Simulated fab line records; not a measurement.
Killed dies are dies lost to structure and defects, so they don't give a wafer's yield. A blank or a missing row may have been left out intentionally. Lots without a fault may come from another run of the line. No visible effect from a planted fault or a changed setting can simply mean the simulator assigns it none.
A struck lot beside a sound one    flow nand-harc    14 out of 1302 route steps
Sound: the wafers L105.2, L105.4, L105.6. Struck: wafers L111.1, L111.2, L111.4. At the end, the cause is stated.
Per side, at each step with rows, come the tool, then ch with its chambers, and then its first start. Under that, the readings that differ: sound wafers    struck wafers    difference of the means    sigmas: that difference in standard deviations of wafers without a fault.
alike: words and numbers the same on both sides, and readings whose means are apart by under 2 such deviations; not compared: readings that were withheld, readings missing a value for some wafer, numbers with overlapping values and no deviation given by the record, and bounds like >300 which may hide the same value.
The two part at a step that has a row with sigmas, a row that says differs or no value, or rows on one side only. Non-overlapping numbers with no deviation appear without sigmas and do not part them. A reading that every wafer of one side lacks parts them only if that side has two wafers or more.

NHARC_P_CONTACT_DESCUM_17: chemistry O2, time 3 s.
  sound on rie-diel-05 ch 0,3, day 8 21:52; struck on rie-diel-05 ch 0,1,2, day 11 09:04
  alike: drypump-motor-current-A, oes-product-au, rf-vpp-V, showerhead-plenum-p-Torr, throttle-valve-pct
  not compared: rf-hours-counter-h
NHARC_P_CONTACT_ETCH_35: etches the open film in CF4, target depth 39 nm, time 65 s.
  sound on rie-diel-05 ch 1,2,3, day 8 21:58; struck on rie-diel-05 ch 0,1,2, day 11 09:09
  alike: drypump-motor-current-A, oes-product-au, rf-fwd-power-W, rf-vpp-V, showerhead-plenum-p-Torr, throttle-valve-pct
  not compared: rf-hours-counter-h
then, 3 steps without rows for these wafers: NHARC_P_CONTACT_ETCH_36 (etches the open film in N2/H2, target depth 260 nm, time 406.25 s); NHARC_P_CONTACT_ETCH_18 (etches the open film in C4F8/O2/Ar, target depth 481 nm, time 240.5 s); NHARC_P_CONTACT_STRIP_37 (strips in C4F8/O2/Ar).
NHARC_P_CONTACT_ETCH_31: etches the open film in CH3F/O2, target depth 30 nm, time 85.7 s.
  sound: rie-diel-05 ch 2,3; struck: rie-diel-05 ch 0,1,3
reading                sound              struck             difference  sigmas
oes-product-au (a.u.)  0.944 0.961 0.931  0.988 0.983 0.993  +0.043      +3
  alike: ch3f-flow-sccm, drypump-motor-current-A, rf-fwd-power-W, rf-vpp-V, showerhead-plenum-p-Torr, throttle-valve-pct
  not compared: rf-hours-counter-h
NHARC_P_CONTACT_CD_MEAS_19:
  sound on cd-sem-02 at day 8 22:45; struck on cd-sem-01 at day 11 09:57
  alike: cd-nm
NHARC_P_CONTACT_STRIP_28: strips in O2.
  sound on rie-diel-02 ch 0,2,3, day 8 22:51; struck on rie-diel-03 ch 0,2,3, day 11 10:01
  alike: drypump-motor-current-A, oes-product-au, rf-vpp-V, showerhead-plenum-p-Torr, throttle-valve-pct
  not compared: rf-hours-counter-h
then, 3 steps without rows for these wafers: NHARC_P_CONTACT_STRIP_29 (strips in post etch residue remover, time 1200 s); NHARC_P_CONTACT_DEGAS_38 (time 60 s); NHARC_P_CONTACT_PRE_CLEAN_39 (time 19.5 s).
NHARC_P_CONTACT_PVD_32: deposits Ti, target thk 5 nm, time 17.7 s.
  sound on pvd-sputter-03; struck on pvd-sputter-03
  alike: throttle-valve-pct
NHARC_P_CONTACT_ALD_22: deposits TiN, target thk 3 nm, pulse time 1 s, ald cycles 150.
  sound on ald-metal-01 ch 2,3, day 8 23:44; struck on ald-metal-02 ch 0,1,3, day 11 10:54
  no value came back on the struck wafers for ald-cycles, heater-power-outer-w (W), heater-power-w (W), precursor-pulse-height-rel; on the sound wafers ald-cycles reads 150 150 150
  not compared: since-wet-clean-h
then, 1 step without rows for these wafers: NHARC_P_CONTACT_CVD_23 (deposits W, target thk 200 nm, time 557 s).

== WHERE THEY PART ==
At NHARC_P_CONTACT_ETCH_31 first; at NHARC_P_CONTACT_ALD_22 last (within this record only).

WHY: the cause the simulator had injected
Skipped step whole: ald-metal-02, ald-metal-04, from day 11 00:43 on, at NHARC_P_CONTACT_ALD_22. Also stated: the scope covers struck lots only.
